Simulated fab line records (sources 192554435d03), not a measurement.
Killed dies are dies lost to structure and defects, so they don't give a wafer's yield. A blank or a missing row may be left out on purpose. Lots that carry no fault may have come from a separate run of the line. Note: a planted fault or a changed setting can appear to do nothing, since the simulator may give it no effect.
Split-lot experiment | flow n5-finfet | 21 wafers read across 7 lots, on a route 1938 steps long

== ABOUT THE SPLIT ==
At N5_BEOL_M8_EXPOSE_25 (exposes mask V7, target cd 40 nm), the setting dose-mj was moved away from the recipe's 42.5 on 9 of the 21 wafers read, by -5.7% to +7.1%. For the rest of the wafers, this setting stayed at what the recipe calls for.

== FROM THE SPLIT TO THE READING: what the file shows between them, 2 steps ==
- N5_BEOL_M8_PEB_26: peb time 60 s
- N5_BEOL_M8_DEVELOP_27: develop time 30 s

== THE READING ==
cd-nm (nm) at N5_BEOL_M8_CD_MEAS_28, where the cd target is 40 nm. A value of 40.03 nm with a standard deviation of 0.23 nm is what fault-free wafers of this fab line usually give.

wafer  | tool, chamber at the split | dose-mj as run | against the recipe | cd-nm, nm | against lot-mates on the recipe
L074.1 | euv-scanner-01, 0          | 40.06          | -5.7%              | 38.47     | -1.15
L074.2 | euv-scanner-01, 0          | 42.5           | recipe             | 39.62     | -
L074.4 | euv-scanner-01, 0          | 40.06          | -5.7%              | 38.55     | -1.07
L077.1 | euv-scanner-01, 0          | 45.5           | +7.1%              | 41.69     | +1.82
L077.5 | euv-scanner-01, 0          | 42.5           | recipe             | 39.87     | -
L077.6 | euv-scanner-01, 0          | 45.5           | +7.1%              | 41.64     | +1.77
L079.1 | euv-scanner-01, 0          | 40.35          | -5.1%              | 39.09     | -0.90
L079.2 | euv-scanner-01, 0          | 42.5           | recipe             | 40.12     | -
L079.3 | euv-scanner-01, 0          | 42.5           | recipe             | 39.87     | -
L080.1 | euv-scanner-02, 0          | 42.5           | recipe             | 40.28     | -
L080.4 | euv-scanner-02, 0          | 42.5           | recipe             | 39.89     | -
L080.6 | euv-scanner-02, 0          | 42.5           | recipe             | 39.97     | -
L084.2 | euv-scanner-02, 0          | 42.5           | recipe             | 39.82     | -
L084.3 | euv-scanner-02, 0          | 42.5           | recipe             | 40.01     | -
L084.6 | euv-scanner-02, 0          | 42.5           | recipe             | 39.95     | -
L090.2 | euv-scanner-02, 0          | 44.99          | +5.9%              | 40.82     | +1.10
L090.4 | euv-scanner-02, 0          | 44.99          | +5.9%              | 41.03     | +1.31
L090.5 | euv-scanner-02, 0          | 42.5           | recipe             | 39.72     | -
L092.1 | euv-scanner-01, 0          | 45.03          | +6.0%              | 41.23     | +1.39
L092.2 | euv-scanner-01, 0          | 45.03          | +6.0%              | 41.46     | +1.62
L092.3 | euv-scanner-01, 0          | 42.5           | recipe             | 39.84     | -

FIT RESULTS
A straight line over all 21 wafers: cd-nm changes by +0.223 nm for each +1% of dose-mj; r = +0.98; the points scatter about the line by 0.2 nm.
The same after taking each lot's own level away (the mean of its wafers on the recipe; 21 wafers): +0.222 nm for each +1%; r = +0.99; scatter 0.15 nm.
That fit puts the effect of the largest move of dose-mj on the reading at 1.6 nm.
The lots' own levels span 39.620 to 40.047 nm, that is 1.9 times the standard deviation above.
The two slopes are in agreement: the lot-to-lot level therefore moves the slope only a little.
Check: with one of the wafers moved furthest among these (+7.1%) left out of the fit, the line predicts +1.59 nm for it against its lot-mates. Against them it came out at +1.82 nm.

== OTHER SPLITS ON THESE WAFERS ==
Before the reading, these wafers also passed through other splits. Each is held against what the fit with the lots' levels taken away leaves over:
other split on the same wafers   | wafers away from the commonest value | r with cd-nm (lot level and that fit taken away)
N5_BEOL_M5_TRENCH_ETCH_37 bias-w | 8                                    | +0.31
N5_BEOL_M5_ETCH_41 source-w      | 4                                    | +0.13
N5_BEOL_M6_DESCUM_33 time-s      | 10                                   | -0.13
N5_BEOL_M7_EXPOSE_25 dose-mj     | 5                                    | +0.06
N5_BEOL_M7_ETCH_66 time-s        | 7                                    | -0.14
N5_BEOL_M8_COAT_22 spin-rpm      | 4                                    | -0.11

== THE WHOLE CHAIN: every reading that the file lists as answering this split, in the file's order ==
step                   | what it does                                                     | reading                                                        | change (the file's fit)               | r (the file's)
N5_BEOL_M8_CD_MEAS_28  | target cd 40 nm                                                  | cd-nm                                                          | +0.222 nm for each +1% of the setting | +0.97
N5_BEOL_M8_DESCUM_33   | chemistry O2, time 7 s                                           | BEOL_M8.cd-nm (the simulator's own value, which no gauge read) | +0.219 nm for each +1% of the setting | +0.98
N5_BEOL_M8_ETCH_65     | etches SiARC in CF4, target depth 15.6 nm, time 26 s             | BEOL_M8.cd-nm (the simulator's own value, which no gauge read) | +0.206 nm for each +1% of the setting | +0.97
N5_BEOL_M8_VIA_ETCH_34 | etches SiCOH lowk in C4F6/O2, target depth 125.5 nm, time 50.5 s | BEOL_M8.cd-nm (the simulator's own value, which no gauge read) | +0.227 nm for each +1% of the setting | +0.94

== THE FILE'S OWN FIT ==
cd-nm changes by +0.222 nm for each +1% of dose-mj, r = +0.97.
